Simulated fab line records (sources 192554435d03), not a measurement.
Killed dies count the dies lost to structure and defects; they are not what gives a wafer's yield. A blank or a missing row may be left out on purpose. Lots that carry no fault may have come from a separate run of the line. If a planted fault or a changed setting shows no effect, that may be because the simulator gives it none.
fab line records	flow n5-finfet
record lots=9	wafers=27	last-day=17
route steps=1938 shown BEOL_M4@1111 BEOL_M12@1615 BEOL_M13@1660 PASSIVATION@1936
lots untouched by any fault: they come from a run of this same line in which no faults occurred
start-h: hours from the record's first day to the start of the lot's first wafer shown	wait-h: hours from the lot's prior step to this one	" unchanged from the row above	L1.1+2: a row that stands for several wafers	- either no value or no given start	* or withheld: withheld	< > ~ a bound
route shown NAME@n: a module of which the file shows steps, and the number in the route of the first	usual: mean and standard deviation over wafers with no fault	same: alike in all rows	chamber/n: place in a boat	sites: per-site readings	_std_site: their standard deviation	_edge_site: mean of outer sites minus mean of inner sites	radius-mm: for every site, how far away it sits from the centre of the wafer	mask NAME#n: copy n	behind: the last tool/chamber to shape the wafer	hold: what put the lot on hold/how long, in hours/how the hold closed	device: names the non-switching transistor (n, p or np)	end of line: the same wafers' tests at the end of the route	where a step has no rows: the recipe by itself	killed: at the first sort, the dies lost to defects and structure; wafer yield is something else	map: the dies of a wafer, with x for killed, . for not killed, _ for no die there
set.NAME: setting as actually run; set.NAME@STEP: the setting as run at that earlier step	model.NAME: the simulator's own value behind a step, which no gauge read
route steps across a sampled set of lots; one table per step, one row per wafer
services: from which hour (start-h, from the record's first day; less than 0 if before it) a tool's chamber was out of use, for how many hours, and why
## steps
# step N5_BEOL_M4_RC_MEAS_101
# usual DIBL_N=36.1/1.6	DIBL_P=35.8/2.1	IOFF_N=0.16/0.031	IOFF_P=0.21/0.034	ION_N=673/12	ION_P=461/7.2	SS_N=71.4/0.59	SS_P=73.3/0.63	VT_N=250/3.1	VT_P=-250/3.3
lot.wafer	tool	chamber	start-h	wait-h	DIBL_N[mV/V]	DIBL_P[mV/V]	IOFF_N[nA/um]	IOFF_P[nA/um]	ION_N[uA/um]	ION_P[uA/um]	SS_N[mV/dec]	SS_P[mV/dec]	VT_N[mV]	VT_P[mV]
L999.2	prober-01	0	175.52	0.2	35.3	35.4	0.15	0.19	674	457	71.6	73.0	249	-251
L999.5	"	0	"	"	38.5	38.8	0.21	0.24	687	461	72.6	73.6	245	-249
L999.6	"	0	"	"	36.4	37.1	0.16	0.23	674	465	71.7	73.4	250	-247
L106.2	prober-01	0	228.16	0.2	38.0	38.3	0.17	0.26	679	480	72.0	73.9	250	-244
L106.4	"	0	"	"	37.3	35.4	0.14	0.21	660	458	71.1	73.1	249	-249
L106.5	"	0	"	"	36.9	35.4	0.14	0.21	664	462	71.9	72.7	253	-248
L110.1	prober-01	0	250.77	0.0	36.6	36.1	0.16	0.22	667	463	71.8	73.7	249	-248
L110.3	"	0	"	"	36.2	34.7	0.15	0.19	665	457	71.3	72.7	253	-249
L110.5	"	0	"	"	33.7	32.1	0.12	0.16	658	448	70.5	72.8	252	-251
L114.2	prober-01	0	274.79	0.2	39.4	40.5	0.22	0.24	695	470	71.8	73.8	246	-250
L114.3	"	0	"	"	37.6	38.6	0.17	0.22	674	462	71.2	73.7	247	-251
L114.5	"	0	"	"	39.6	40.6	0.23	0.25	690	462	71.9	74.8	245	-252
L116.2	prober-01	0	281.00	0.2	36.2	36.4	0.15	0.20	669	461	70.9	73.8	250	-251
L116.4	"	0	"	"	35.7	36.7	0.14	0.20	673	465	71.5	73.3	251	-250
L116.5	"	0	"	"	38.9	39.9	0.20	0.25	676	463	72.4	74.3	246	-247
L118.2	prober-02	0	295.19	0.2	35.3	34.9	0.15	0.23	667	470	71.1	73.2	253	-247
L118.3	"	0	"	"	37.0	37.4	0.18	0.26	670	470	71.5	73.6	247	-247
L118.5	"	0	"	"	37.0	35.8	0.18	0.23	675	465	71.3	73.6	249	-247
L119.1	prober-01	0	300.74	0.0	36.8	35.8	0.18	0.22	676	465	71.4	73.6	247	-247
L119.4	"	0	"	"	38.2	38.7	0.21	0.29	685	469	72.2	74.5	244	-246
L119.6	"	0	"	"	37.3	36.1	0.17	0.23	675	462	71.9	73.7	249	-249
L120.2	prober-02	0	301.17	0.2	33.8	31.7	0.11	0.18	650	464	70.8	71.4	253	-249
L120.4	"	0	"	"	39.8	39.0	0.26	0.31	699	474	71.7	73.9	241	-241
L120.5	"	0	"	"	37.5	36.7	0.18	0.27	690	471	71.7	73.3	244	-244
L121.3	prober-02	0	310.34	0.3	34.9	36.0	0.16	0.20	682	463	71.6	73.4	248	-247
L121.5	"	0	"	"	35.4	36.3	0.17	0.21	674	461	71.3	74.2	248	-248
L121.6	"	0	"	"	36.7	38.3	0.21	0.24	688	463	72.0	73.9	242	-248
# step N5_BEOL_M12_DESCUM_15
# recipe chemistry=O2	time-s=7.9	source-power-w=50	bias-power-w=20	pressure-mtorr=20	rf-frequency-hz=2.712e+07	temp-c=40	o2-flow-sccm=225
# usual drypump-motor-current-A=5.8/0.44	oes-product-au=0.79/0.095	rf-vpp-V=243.0/1.1	showerhead-plenum-p-Torr=2.08/0.057	throttle-valve-pct=20.48/0.25
# same time-s=7.9
lot.wafer	tool	chamber	start-h	wait-h	drypump-motor-current-A	oes-product-au	rf-hours-counter-h	rf-vpp-V	showerhead-plenum-p-Torr	throttle-valve-pct
L999.2	rie-diel-04	0	238.30	0.3	5.3	0.68	224	241.6	2.06	20.39
L999.5	"	0	"	"	5.3	0.70	-	241.1	2.06	20.40
L999.6	"	1	"	"	5.5	0.80	-	243.6	2.09	20.56
L106.2	rie-diel-04	0	293.67	0.0	5.3	0.68	246	242.0	2.05	20.42
L106.4	"	2	"	"	6.0	0.74	144	243.6	2.08	20.11
L106.5	"	0	"	"	5.3	0.68	-	242.1	2.05	20.44
L110.1	rie-diel-04	2	315.13	0.1	6.0	0.74	153	243.8	2.08	20.15
L110.3	"	3	"	"	5.6	0.90	37	243.2	2.14	20.61
L110.5	"	1	"	"	5.6	0.76	-	244.1	2.08	20.63
L114.2	rie-diel-01	1	342.02	0.7	6.2	0.79	124	242.9	2.12	20.78
L114.3	"	0	"	"	5.9	0.70	227	241.9	1.97	20.26
L114.5	"	0	"	"	5.9	0.70	-	242.1	1.97	20.25
L116.2	rie-diel-01	0	349.37	0.0	5.9	0.70	229	241.6	1.97	20.25
L116.4	"	2	"	"	5.6	0.72	168	241.2	2.01	20.68
L116.5	"	3	"	"	6.7	0.93	-	244.6	2.14	20.46
L118.2	rie-diel-04	0	357.14	0.0	5.3	0.93	13	243.3	2.04	19.98
L118.3	"	2	"	"	6.0	0.73	167	243.5	2.07	20.16
L118.5	"	1	"	"	5.6	0.74	-	242.9	2.08	20.60
L119.1	rie-diel-02	1	366.31	0.0	5.8	0.71	224	242.3	2.07	20.68
L119.4	"	3	"	"	5.2	1.00	0	242.4	2.07	20.09
L119.6	"	2	"	"	6.6	0.70	-	244.1	2.16	20.95
L121.3	rie-diel-04	2	370.00	0.0	6.0	0.72	172	243.7	2.07	20.16
L121.5	"	2	"	"	6.0	0.72	-	242.7	2.07	20.16
L121.6	"	3	"	"	5.6	0.87	-	244.4	2.13	20.65
L120.2	rie-diel-04	2	370.31	0.0	6.0	0.73	172	242.1	2.07	20.17
L120.4	"	0	"	"	5.3	0.91	17	241.7	2.04	19.98
L120.5	"	0	"	"	5.3	0.92	-	242.7	2.04	20.00
# step N5_BEOL_M12_ECD_47
# recipe material=Cu	target-thk-a=7200
lot.wafer	tool	chamber	start-h	wait-h
L999.2+5+6	ecd-cu-01	1,1,0	242.47	0.1
L106.2+4+5	ecd-cu-02	1,0,0	297.71	0.1
L110.1+3+5	ecd-cu-01	0,0,1	318.69	0.1
L114.2+3+5	ecd-cu-02	0,1,0	345.69	0.1
L116.2+4+5	ecd-cu-01	1,0,1	355.57	0.1
L118.2+3+5	ecd-cu-02	0,1,1	359.91	0.1
L119.1+4+6	ecd-cu-02	0,1,1	368.91	0.1
L121.3+5+6	ecd-cu-01	0,1,0	373.60	0.1
L120.2+4+5	ecd-cu-01	1,1,0	374.24	0.1
# step N5_BEOL_M12_ANNEAL_48
# recipe temp-c=225	time-s=90	ambient=N2
# usual wafer_temp_C_max=226.0/0.3
# same time-s=90
lot.wafer	tool	chamber	start-h	wait-h	wafer_temp_C_max
L999.2	rtp-anneal-02	0	242.66	0.1	225.7
L999.5	"	0	"	"	226.0
L999.6	"	0	"	"	225.8
L106.2	rtp-anneal-01	0	297.90	0.1	225.7
L106.4	"	0	"	"	225.7
L106.5	"	0	"	"	226.4
L110.1	rtp-anneal-02	0	318.84	0.1	225.8
L110.3	"	0	"	"	225.9
L110.5	"	0	"	"	225.9
L114.2	rtp-anneal-02	0	346.00	0.3	225.9
L114.3	"	0	"	"	225.6
L114.5	"	0	"	"	226.1
L116.2	rtp-anneal-01	0	355.76	0.1	226.0
L116.4	"	0	"	"	226.1
L116.5	"	0	"	"	225.7
L118.2	rtp-anneal-02	0	360.10	0.1	225.7
L118.3	"	0	"	"	226.1
L118.5	"	0	"	"	225.5
L119.1	rtp-anneal-02	0	369.14	0.2	225.8
L119.4	"	0	"	"	225.5
L119.6	"	0	"	"	225.8
L121.3	rtp-anneal-01	0	373.79	0.2	226.0
L121.5	"	0	"	"	226.0
L121.6	"	0	"	"	226.7
L120.2	rtp-anneal-02	0	374.48	0.2	226.0
L120.4	"	0	"	"	225.5
L120.5	"	0	"	"	225.8
# step N5_BEOL_M12_THK_MEAS_50
# recipe thk-meas-gauge=xrf	reads=Cu_of_BEOL_M12_ECD_47
# usual M12_THK=332/4.8
lot.wafer	tool	chamber	start-h	wait-h	M12_THK[nm]
L999.2	film-metro-02	-	243.21	-	332
L999.5	"	-	"	"	327
L999.6	"	-	"	"	333
L106.2	film-metro-02	-	298.44	-	329
L106.4	"	-	"	"	330
L106.5	"	-	"	"	337
L110.1	film-metro-02	-	319.43	-	330
L110.3	"	-	"	"	335
L110.5	"	-	"	"	330
L114.2	film-metro-01	-	346.56	-	-
L114.3	"	-	"	"	-
L114.5	"	-	"	"	-
L116.2	film-metro-01	-	356.30	-	-
L116.4	"	-	"	"	-
L116.5	"	-	"	"	-
L118.2	film-metro-02	-	360.64	-	338
L118.3	"	-	"	"	327
L118.5	"	-	"	"	334
L119.1	film-metro-01	-	369.75	-	329
L119.4	"	-	"	"	329
L119.6	"	-	"	"	334
L121.3	film-metro-01	-	374.29	-	330
L121.5	"	-	"	"	332
L121.6	"	-	"	"	333
L120.2	film-metro-01	-	375.04	-	332
L120.4	"	-	"	"	326
L120.5	"	-	"	"	332
# step N5_BEOL_M12_RS_MEAS_54
# recipe thk-meas-gauge=four-point-probe	reads=Cu_of_BEOL_M12_ECD_47+Ta_of_BEOL_M12_SPUTTER_44+TaN_of_BEOL_M12_SPUTTER_43
# usual M12_RS=0.0601/0.00087
lot.wafer	tool	chamber	start-h	wait-h	M12_RS[ohm/sq]
L999.2	film-metro-01	-	243.33	0.0	0.0602
L999.5	"	-	"	"	0.0608
L999.6	"	-	"	"	0.0603
L106.2	film-metro-01	-	298.57	0.0	0.0609
L106.4	"	-	"	"	0.0607
L106.5	"	-	"	"	0.0593
L110.1	film-metro-02	-	319.83	0.3	0.0603
L110.3	"	-	"	"	0.0594
L110.5	"	-	"	"	0.0600
L114.2	film-metro-01	-	346.69	0.0	56.902
L114.3	"	-	"	"	57.654
L114.5	"	-	"	"	58.328
L116.2	film-metro-02	-	356.43	0.0	56.791
L116.4	"	-	"	"	57.130
L116.5	"	-	"	"	55.926
L118.2	film-metro-02	-	360.77	0.0	0.0592
L118.3	"	-	"	"	0.0613
L118.5	"	-	"	"	0.0600
L119.1	film-metro-01	-	369.87	0.0	0.0604
L119.4	"	-	"	"	0.0606
L119.6	"	-	"	"	0.0595
L121.3	film-metro-02	-	374.42	0.0	0.0608
L121.5	"	-	"	"	0.0603
L121.6	"	-	"	"	0.0604
L120.2	film-metro-02	-	375.16	0.0	0.0600
L120.4	"	-	"	"	0.0607
L120.5	"	-	"	"	0.0597
# step N5_BEOL_M13_THK_MEAS_01
# recipe reads=SiOC_of_BEOL_M13_ILD_DEP_00
# usual M13_ILD_THK=839/10
lot.wafer	tool	chamber	start-h	wait-h	M13_ILD_THK[nm]
L999.2	film-metro-02	-	243.55	0.1	831
L999.5	"	-	"	"	854
L999.6	"	-	"	"	840
L106.2	film-metro-01	-	298.78	0.1	841
L106.4	"	-	"	"	853
L106.5	"	-	"	"	850
L110.1	film-metro-02	-	320.04	0.1	827
L110.3	"	-	"	"	836
L110.5	"	-	"	"	838
L118.2	film-metro-01	-	360.99	0.1	843
L118.3	"	-	"	"	835
L118.5	"	-	"	"	852
L119.1	film-metro-01	-	370.09	0.1	830
L119.4	"	-	"	"	850
L119.6	"	-	"	"	837
L121.3	film-metro-02	-	374.63	0.1	837
L121.5	"	-	"	"	838
L121.6	"	-	"	"	848
L120.2	film-metro-01	-	375.38	0.1	836
L120.4	"	-	"	"	833
L120.5	"	-	"	"	846
# step N5_PASSIVATION_PROBE_49
# usual defect-limited-yield=91.0/1.5	killed_at_M0_to_M3=35/11	killed_at_M4_up=13/6	killed-at-contacts=14/6.5	killed-at-front-end=40/12	killed-at-other=4/3.4	killed-dies=106/18	killed-on-rim=14/4.7	killed-open=68/14	killed-short=35/7.7	sort_bin_5_function=5.2/0.98	sort_bin_6_memory=3.4/0.72	sort-n-pass=1074/18	sort-yield-pct=91.0/1.5
# same gross-dies=1180	killed-at-back-side=0	sort_bin_4_leakage[%]=0	sort_bin_8_speed[%]=0
lot.wafer	tool	chamber	start-h	wait-h	defect-limited-yield[%]	killed_at_M0_to_M3	killed_at_M4_up	killed-at-contacts	killed-at-front-end	killed-at-other	killed-dies	killed-on-rim	killed-open	killed-short	sort_bin_5_function[%]	sort_bin_6_memory[%]	sort-n-pass	sort-yield-pct[%]
L110.1	prober-01	-	357.07	0.0	91.6	31	10	23	31	4	99	16	66	32	5.1	3.3	1081	91.6
L110.3	prober-01	-	357.17	0.1	92.5	22	16	9	40	1	88	11	60	24	4.7	2.5	1092	92.5
L110.5	prober-01	-	357.27	0.2	92.5	20	15	20	28	6	89	11	58	29	3.7	3.6	1091	92.5
L114.2	prober-01	-	379.59	0.1	0	58	1081	13	27	1	1180	152	66	46	95.8	3.6	0	0
L114.3	prober-01	-	379.64	0.1	0	24	1125	9	22	0	1180	152	43	23	97.9	1.9	0	0
L114.5	prober-01	-	379.74	0.2	0	28	1095	12	43	2	1180	152	70	38	96.3	3.1	0	0
L116.2	prober-01	-	386.93	0.1	0	48	1093	5	32	2	1180	152	62	36	96.8	3.0	0	0
L116.4	prober-01	-	387.03	0.2	0	31	1087	6	50	6	1180	152	67	35	96.7	3.2	0	0
L116.5	prober-01	-	387.08	0.2	0	39	1077	7	46	11	1180	152	59	50	95.9	3.7	0	0
# killed by level:class
L110.1 MOL_CONTACT_COAG:geometric-particle:open=21 BEOL_M1:geometric-particle:open=8 FIN_SAQP:geometric-particle:open=7 GATE_CUT:geometric-particle:short=6 BEOL_M4:geometric-particle:open=5 FIN_SAQP:geometric-particle:short=4 DUMMY_GATE:geometric-particle:open=4 GATE_CUT:geometric-particle:open=4
L110.3 BEOL_M4:geometric-particle:open=12 FIN_SAQP:geometric-particle:short=11 MOL_CONTACT_COAG:geometric-particle:open=8 BEOL_M0_SAQP:geometric-particle:open=8 GATE_CUT:geometric-particle:open=7 FIN_SAQP:geometric-particle:open=6 BEOL_M2:geometric-particle:open=5 DUMMY_GATE:geometric-particle:open=3
L110.5 MOL_CONTACT_COAG:geometric-particle:open=16 BEOL_M0:geometric-particle:open=7 FIN_SAQP:geometric-particle:short=6 DUMMY_GATE:geometric-particle:open=4 GATE_CUT:geometric-particle:open=4 BEOL_M3:geometric-particle:open=4 BEOL_M4:geometric-particle:open=4 FIN_SAQP:geometric-particle:open=3
L114.2 BEOL_M12:area-ecd=1067 BEOL_M0_SAQP:geometric-particle:open=19 BEOL_M0_SAQP:geometric-particle:short=17 MOL_CONTACT_COAG:geometric-particle:open=10 BEOL_M4:geometric-particle:open=10 FIN_SAQP:geometric-particle:short=6 BEOL_M1:geometric-particle:open=5 BEOL_M3:geometric-particle:open=5
L114.3 BEOL_M12:area-ecd=1114 BEOL_M0_SAQP:geometric-particle:open=8 MOL_CONTACT_COAG:geometric-particle:open=7 BEOL_M0_SAQP:geometric-particle:short=5 BEOL_M2:geometric-particle:open=5 STI_FIN_REVEAL:geometric-particle:open=4 GATE_CUT:geometric-particle:short=4 BEOL_M4:geometric-particle:open=3
L114.5 BEOL_M12:area-ecd=1071 FIN_SAQP:geometric-particle:short=14 BEOL_M4:geometric-particle:open=12 FIN_SAQP:geometric-particle:open=8 STI_FIN_REVEAL:geometric-particle:open=7 MOL_CONTACT_COAG:geometric-particle:open=7 BEOL_M0_SAQP:geometric-particle:short=7 BEOL_M0_SAQP:geometric-particle:open=6
L116.2 BEOL_M12:area-ecd=1082 BEOL_M0_SAQP:geometric-particle:short=21 BEOL_M0_SAQP:geometric-particle:open=16 STI_FIN_REVEAL:geometric-particle:open=13 BEOL_M4:geometric-particle:open=6 BEOL_M1:geometric-particle:open=5 FIN_SAQP:geometric-particle:short=4 MOL_CONTACT_COAG:geometric-particle:open=4
L116.4 BEOL_M12:area-ecd=1077 STI_FIN_REVEAL:geometric-particle:open=12 FIN_SAQP:geometric-particle:short=9 DUMMY_GATE:geometric-particle:open=9 BEOL_M0_SAQP:geometric-particle:open=9 BEOL_M0_SAQP:geometric-particle:short=7 FIN_SAQP:geometric-particle:open=6 BEOL_M2:geometric-particle:open=5
L116.5 BEOL_M12:area-ecd=1068 BEOL_M0_SAQP:geometric-particle:short=16 FIN_SAQP:geometric-particle:short=10 BEOL_M0_SAQP:geometric-particle:open=7 FIN_SAQP:geometric-particle:open=6 MOL_CONTACT_COAG:geometric-particle:open=6 BEOL_M1:geometric-particle:open=6 DUMMY_GATE:geometric-particle:open=5
## services
tool	chamber	start-h	hours	kind
ecd-cu-01	-	216.77	1.2	repair
rie-diel-01	3	242.29	6.0	repair
ecd-cu-02	-	254.73	1.0	repair
rie-diel-01	1	269.22	5.2	repair
rie-diel-01	-	280.26	14.6	pm
rie-diel-04	0	305.44	-	clean
rie-diel-04	0	305.44	-	consumable-replace:focus-ring
rie-diel-04	0	305.44	17.7	scheduled-down
rie-diel-04	0	305.44	17.7	vent-cycle
rie-diel-01	1	315.35	8.1	repair
rie-diel-02	1	318.16	4.5	repair
rie-diel-02	3	322.29	6.9	repair
ecd-cu-02	-	323.49	0.7	repair
rie-diel-02	3	343.56	-	clean
rie-diel-02	3	343.56	-	consumable-replace:focus-ring
rie-diel-02	3	343.56	21.9	scheduled-down
rie-diel-02	3	343.56	21.9	vent-cycle
rie-diel-02	1	372.11	5.3	repair
rie-diel-01	2	372.55	2.4	repair
## key
first-sign step=N5_BEOL_M12_THK_MEAS_50	reading=M12_THK	direction=missing
effect step=N5_BEOL_M12_RS_MEAS_54	reading=M12_RS	direction=up	sigmas=99+	usual=0.0601	struck=57.122
effect step=N5_PASSIVATION_PROBE_49	reading=killed_at_M4_up	direction=up	sigmas=99+	usual=13	struck=1093
more-kills-born-at N5_BEOL_M12_ECD_47@ecd-cu-02=3252	N5_BEOL_M12_ECD_47@ecd-cu-01=3227
met-at N5_BEOL_M12_ECD_47
struck-lots L114,L116
later-rows-left-out L114.2,L114.3,L114.5,L116.2,L116.4,L116.5
not-acting-at N5_BEOL_M12_DESCUM_15,N5_BEOL_M12_ANNEAL_48,N5_BEOL_M13_THK_MEAS_01
onset-between 318.69 345.69
fault kind=skipped-step-whole	tool=ecd-cu-01,ecd-cu-02	chamber=-	onset-h=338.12	steps=N5_BEOL_M12_ECD_47	scope=struck-lots-only
# later-rows-left-out: the simulator's readings of these wafers behind a module that went badly wrong aren't trusted and aren't shown, but for the sort
